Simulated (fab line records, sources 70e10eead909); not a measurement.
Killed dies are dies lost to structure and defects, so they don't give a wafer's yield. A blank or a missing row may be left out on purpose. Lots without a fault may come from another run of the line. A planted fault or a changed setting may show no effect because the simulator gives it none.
Chamber matching | flow nand_harc | NHARC_P_BONDPAD_CMP_32 on cmp-03: 4 sister chambers
The step polishes SiCN, target thk 200 nm. 8 wafers are shown with their chamber, then 9 later ones without.

WAFERS WITH THEIR CHAMBER
wafer  | chamber | motor_current_A (A) | slurry_filter_dp_kPa (kPa)
L083.5 | 0       | 13.3                | 13.51
L084.2 | 0       | 12.6                | 13.59
L087.1 | 2       | 14.0                | 13.32
L087.2 | 1       | 12.3                | 13.47
L087.4 | 3       | 12.8                | 13.42
L085.2 | 2       | 13.1                | 13.39
L085.3 | 3       | 13.4                | 13.62
L085.5 | 1       | 12.1                | 13.58

WAFERS WITHOUT THEIR CHAMBER
wafer  | motor_current_A (A) | slurry_filter_dp_kPa (kPa)
L088.1 | 13.0                | 13.55
L088.2 | 13.0                | 13.45
L088.4 | 13.2                | 13.36
L091.3 | 13.5                | 13.46
L091.5 | 13.4                | 13.52
L091.6 | 12.7                | 13.41
L095.3 | 12.9                | 13.34
L095.5 | 12.2                | 13.19
L095.6 | 13.5                | 13.52

WHICH CHAMBER EACH WENT THROUGH
wafer  | from the rows above               | in truth
L088.1 | can't be placed: 0 or 3 or 1      | 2
L088.2 | can't be placed: 3 or 0 or 2 or 1 | 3
L088.4 | can't be placed: 2 or 3 or 0      | 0
L091.3 | can't be placed: 3 or 2 or 0 or 1 | 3
L091.5 | can't be placed: 3 or 0 or 2 or 1 | 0
L091.6 | can't be placed: 3 or 0 or 1 or 2 | 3
L095.3 | can't be placed: 2 or 3 or 0 or 1 | 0
L095.5 | can't be placed: 2 or 1 or 3 or 0 | 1
L095.6 | can't be placed: 3 or 0 or 2 or 1 | 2
Placed correctly: 0 of 9. Can't be placed from these rows: 9 (the true chamber is among the candidates in 8). Placed wrongly: 0.
How it was worked out, from the rows above alone: a wafer's distance from a chamber is the root of the sum, over the readings, of the square of ((its reading less the chamber's mean) divided by the reading's scatter). The wafer belongs to the nearest chamber; if the next one is less than 2 further off, it can't be placed. A chamber's mean is the mean of its shown wafers. The scatter: the root of (the sum of the squares of (reading less its chamber's mean) over the shown wafers, divided by (wafers less chambers)).
